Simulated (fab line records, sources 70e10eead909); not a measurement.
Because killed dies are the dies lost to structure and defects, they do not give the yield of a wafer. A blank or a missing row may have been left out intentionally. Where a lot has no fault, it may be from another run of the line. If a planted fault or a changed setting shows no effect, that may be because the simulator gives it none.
Chamber matching -- flow nand harc -- NHARC_A_CHANNEL_FILL_D1_CMP_10 on cmp-04: 4 sister chambers
The step polishes, target thk 150 nm. 4 wafers are shown with their chamber, then 8 later ones without.

WAFERS WITH THEIR CHAMBER
wafer,chamber,motor current A (A)
L079.5,3,13.5
L079.6,2,9.4
L080.3,1,10.4
L083.2,0,11.6

WAFERS WITHOUT THEIR CHAMBER
wafer,motor current A (A)
L083.3,10.7
L083.4,13.8
L088.2,11.6
L088.3,10.8
L088.6,11.0
L095.1,9.6
L095.4,11.9
L095.5,10.7

EACH ONE'S CHAMBER
wafer,from the rows above,in truth
L083.3,can't be placed: 1 or 0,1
L083.4,3,3
L088.2,0,0
L088.3,can't be placed: 1 or 0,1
L088.6,can't be placed: 0 or 1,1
L095.1,can't be placed: 2 or 1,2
L095.4,0,0
L095.5,can't be placed: 1 or 0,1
Correctly placed: 3 of 8. Can't be placed from these rows: 5 (the true chamber is among the candidates in 5). Placed wrongly: 0.
How it was worked out, from the rows above alone: a wafer's distance from a chamber is the root of the sum, over the readings, of the square of ((its reading less the chamber's mean) divided by the reading's scatter). The wafer belongs to the nearest chamber; if the next one is less than 2 further off, it can't be placed. A chamber's mean is the mean of its shown wafers. The scatter (one wafer shown for each chamber): square how far every hidden wafer sits from the nearest shown wafer, average those squares and take the square root.
